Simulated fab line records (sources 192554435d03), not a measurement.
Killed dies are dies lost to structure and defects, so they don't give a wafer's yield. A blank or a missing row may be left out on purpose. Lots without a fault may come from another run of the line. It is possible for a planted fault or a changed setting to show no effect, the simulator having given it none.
Chamber matching -- flow n5Finfet -- N5_BEOL_M11_ETCH_61 on rieDiel-05: 4 sister chambers
The step etches SiARC in CF4, target depth 39 nm, time 65 s. 8 wafers are shown with their chamber, then 9 later ones without.

## EACH WAFER AND ITS CHAMBER
wafer,chamber,drypumpMotorCurrentA (A),showerheadPlenumPTorr (Torr)
L083.6,0,5.7,2.25
L084.5,2,5.2,2.13
L086.4,0,5.7,2.24
L088.5,3,6.3,2.16
L089.4,2,5.2,2.13
L093.3,1,5.8,2.03
L093.4,1,5.7,2.03
L093.5,3,6.3,2.16

## WAFERS WITHOUT THEIR CHAMBER
wafer,drypumpMotorCurrentA (A),showerheadPlenumPTorr (Torr)
L092.2,5.8,2.03
L092.3,6.3,2.16
L092.4,5.8,2.03
L094.2,6.2,2.15
L094.3,5.6,2.24
L094.5,6.3,2.15
L096.2,5.8,2.03
L096.3,5.6,2.24
L096.6,5.7,2.24

## THE CHAMBER EACH PASSED THROUGH
wafer,from the rows above,in truth
L092.2,1,1
L092.3,3,3
L092.4,1,1
L094.2,3,3
L094.3,0,0
L094.5,3,3
L096.2,1,1
L096.3,0,0
L096.6,0,0
Placed correctly: 9 of 9. Not placeable from these rows: 0. Number placed wrongly: 0.
How it was worked out, from the rows above alone: a wafer's distance from a chamber is the root of the sum, over the readings, of the square of ((its reading less the chamber's mean) divided by the reading's scatter). If the next closest chamber is less than 2 further off than the closest, the wafer can't be placed; otherwise it belongs to the closest. A chamber's mean is the mean of its shown wafers. The scatter: take each reading less its chamber's mean, square it, sum over the shown wafers, divide by the number of wafers less the number of chambers, and take the root.
